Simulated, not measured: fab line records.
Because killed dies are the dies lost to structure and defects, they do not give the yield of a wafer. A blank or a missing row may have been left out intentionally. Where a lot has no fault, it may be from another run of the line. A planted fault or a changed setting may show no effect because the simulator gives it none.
A lot that was struck, set against a sound lot    flow nand harc    14 out of 1159 route steps
Sound: the wafers L981.2, L981.5, L981.6. Struck: wafers L101.1, L101.5, L101.6. At the end, the cause is stated.
Order at every step that has rows: each side's tool, ch and its chambers, its first start. Under that, the readings that differ: sound wafers    struck wafers    difference of the means    sigmas: that difference in standard deviations of wafers without a fault.
alike: words and numbers the same on both sides, and readings whose means are apart by under 2 such deviations; not compared: readings that were withheld, readings missing a value for some wafer, numbers with overlapping values and no deviation given by the record, and bounds like >300 which may hide the same value.
Wherever a step has rows on one side only, a row that says differs or no value, or a row with sigmas, the two part there. Numbers that have no deviation but don't overlap get no sigmas and don't part them. A reading that every wafer of one side lacks parts them only if that side has two wafers or more.

NHARC_A_BONDPAD_CD_MEAS_09: target cd 500 nm.
  sound on cd sem-01 ch 0, day 18 13:35; struck on cd sem-02 ch 0, day 23 12:09
  alike: cd nm
NHARC_A_BONDPAD_OVL_MEAS_35:
  sound: overlay-02 at day 18 13:40; struck: overlay-01 at day 23 12:14
  alike: overlay x nm, overlay y nm
then, 1 step without rows for these wafers: NHARC_A_BONDPAD_HARDBAKE_10 (time 65 s).
NHARC_A_BONDPAD_DESCUM_11: chemistry O2, time 3 s.
  sound on rie diel-03 ch 0,3, day 18 13:47; struck on rie diel-09 ch 0,2,3, day 23 12:23
  alike: drypump motor current A, oes product au, rf vpp V, showerhead plenum p Torr, throttle valve pct
  not compared: rf hours counter h
then, 2 steps without rows for these wafers: NHARC_A_BONDPAD_ETCH_34 (etches the open film in N2/H2, target depth 60 nm, overetch 18 nm, time 65.91 s); NHARC_A_BONDPAD_ETCH_12 (etches the open film in CHF3/O2, target depth 220 nm, time 110 s).
NHARC_A_BONDPAD_CD_MEAS_13:
  sound: cd sem-01 at day 18 14:08; struck: cd sem-02 at day 23 12:50
  alike: cd nm
NHARC_A_BONDPAD_STRIP_15: strips in O2.
  sound on rie diel-09 ch 0,3, day 18 14:13; struck on rie diel-09 ch 0,3, day 23 12:56
  alike: drypump motor current A, oes product au, rf vpp V, showerhead plenum p Torr, throttle valve pct
  not compared: rf hours counter h
NHARC_A_BONDPAD_ETCH_24: etches the open film in CF4/N2, target depth 30 nm, time 72.99 s.
  sound: rie diel-09 ch 0,1; struck: rie diel-09 ch 1,2
  alike: drypump motor current A, oes product au, rf vpp V, showerhead plenum p Torr, throttle valve pct
  not compared: rf hours counter h
then, 1 step without rows for these wafers: NHARC_A_BONDPAD_STRIP_16 (strips in post etch residue remover, time 600 s).
NHARC_A_BONDPAD_DEGAS_25: time 60 s.
  sound: pvd sputter-03 at day 18 14:48; struck: pvd sputter-01 at day 23 13:29
  alike: heater power w
NHARC_A_BONDPAD_PRE_CLEAN_26: time 30 s.
  sound on pvd sputter-03; struck on pvd sputter-01
  alike: heater power w
NHARC_A_BONDPAD_PVD_17: deposits TaN, target thk 5 nm, time 8.06 s.
  sound: pvd sputter-03 at day 18 14:55; struck: pvd sputter-01 at day 23 13:36
  no value came back on the struck wafers for bias v (V), cathode dc power W (W), throttle valve pct (%); on the sound wafers bias v (V) reads 169.2 166.1 168.7
then, 1 step without rows for these wafers: NHARC_A_BONDPAD_PVD_27 (deposits Cu, target thk 30 nm, time 20.49 s).

## WHERE THEY PART
Within this record, at NHARC_A_BONDPAD_PVD_17 only.

WHY: the cause the simulator had injected
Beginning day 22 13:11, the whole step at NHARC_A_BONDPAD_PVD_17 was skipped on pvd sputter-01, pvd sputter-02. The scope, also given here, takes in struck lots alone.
